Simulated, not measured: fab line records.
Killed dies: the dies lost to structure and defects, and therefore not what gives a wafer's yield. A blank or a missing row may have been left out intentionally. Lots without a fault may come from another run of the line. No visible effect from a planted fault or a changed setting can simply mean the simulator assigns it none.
Lot-split experiment	flow n5_finfet	21 wafers read from 7 lots, route of 1938 steps

== ON THE SPLIT ==
At N5_BEOL_M5_COAT_66 (time 60 s, resist thk 12 nm), the setting spin_rpm was moved away from the recipe's 1500 rpm on 5 of the 21 wafers read, by -8.9% to +8.2%. The other wafers ran this setting at the recipe's value.

== FROM THE SPLIT TO THE READING: what the file shows between them, 5 steps ==
- N5_BEOL_M5_COAT_22: resist thk 30 nm (also split here: spin_rpm)
- N5_BEOL_M5_EBR_24
- N5_BEOL_M5_SOFTBAKE_23: time 60 s
- N5_BEOL_M5_DESCUM_33: chemistry O2, time 7 s
- N5_BEOL_M5_ETCH_75: etches underlayer in N2/H2, target depth 6.5 nm, time 5.2 s

== THE READING ==
etch.depth_nm (the simulator's own value, which no gauge read), in nm, at N5_BEOL_M5_ETCH_67 (etches SiARC in CF4, target depth 15.6 nm, time 26 s). The file does not state a usual value for it. The 16 wafers here that ran the recipe average 11.99 nm, standard deviation 0.029 nm.

wafer	tool, chamber at the split	spin_rpm as run, rpm	against the recipe	etch.depth_nm, nm	against lot-mates on the recipe
L075.1	litho_track-03, 0	1366	-8.9%	12.55	+0.53
L075.3	litho_track-03, 0	1500	recipe	12	-
L075.4	litho_track-03, 0	1500	recipe	12.04	-
L079.1	litho_track-05, 0	1500	recipe	11.99	-
L079.2	litho_track-05, 0	1500	recipe	11.97	-
L079.5	litho_track-05, 0	1616	+7.7%	11.53	-0.45
L082.1	litho_track-05, 0	1400	-6.7%	12.38	+0.41
L082.3	litho_track-05, 0	1500	recipe	11.95	-
L082.5	litho_track-05, 0	1500	recipe	11.99	-
L083.1	litho_track-05, 0	1623	+8.2%	11.52	-0.44
L083.2	litho_track-05, 0	1500	recipe	11.96	-
L083.4	litho_track-05, 0	1623	+8.2%	11.48	-0.48
L087.1	litho_track-03, 0	1500	recipe	12.01	-
L087.4	litho_track-03, 0	1500	recipe	12.04	-
L087.6	litho_track-03, 0	1500	recipe	12.02	-
L096.1	litho_track-04, 0	1500	recipe	12.01	-
L096.5	litho_track-04, 0	1500	recipe	11.99	-
L096.6	litho_track-04, 0	1500	recipe	12	-
L097.1	litho_track-05, 0	1500	recipe	11.96	-
L097.6	litho_track-05, 0	1500	recipe	11.96	-
L097.5	litho_track-05, 0	1500	recipe	11.95	-

THE FIT
A straight line over all 21 wafers: etch.depth_nm changes by -0.0603 nm for each +1% of spin_rpm; r = -0.99; the points scatter about the line by 0.028 nm.
The same after taking each lot's own level away (the mean of its wafers on the recipe; 21 wafers): -0.0581 nm for each +1%; r = -1.00; scatter 0.015 nm.
Per that fit: largest spin_rpm move, reading shift of 0.52 nm.
From 11.957 to 12.023 nm: that is the span of the lots' own levels, equal to 2.3 times the standard deviation above.
Consequently the slope shifts little with the lot-to-lot level, the two slopes agreeing.
Check: +0.519 nm against its lot-mates is what the line predicts for one of the wafers moved furthest among these (-8.9%) when that wafer is left out of the fit. It came out at +0.53 nm against them.

== ADDITIONAL SPLITS CARRIED BY THESE WAFERS ==
These wafers also went through other splits before the reading. Each is held against what the fit with the lots' levels taken away leaves over:
other split on the same wafers	wafers away from the commonest value	r with etch.depth_nm (lot level and that fit taken away)
N5_BEOL_M3_ETCH_70 bias_w	7	+0.07
N5_BEOL_M4_TRENCH_ETCH_37 time_s	8	+0.00
N5_BEOL_M5_COAT_22 spin_rpm	4	+0.00

== THE WHOLE CHAIN: every reading that the file lists as answering this split, in the file's order ==
step	what it does	reading	change (the file's fit)	r (the file's)
N5_BEOL_M5_COAT_66	time 60 s, resist thk 12 nm	SiARC_of_BEOL_M5_COAT_66.thk_nm (the simulator's own value, which no gauge read)	-0.0606 nm for each +1% of the setting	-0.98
N5_BEOL_M5_ETCH_67	etches SiARC in CF4, target depth 15.6 nm, time 26 s	etch.depth_nm (the simulator's own value, which no gauge read)	-0.0589 nm for each +1% of the setting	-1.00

== FILE'S OWN FIT ==
etch.depth_nm changes by -0.0589 nm for each +1% of spin_rpm, r = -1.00.
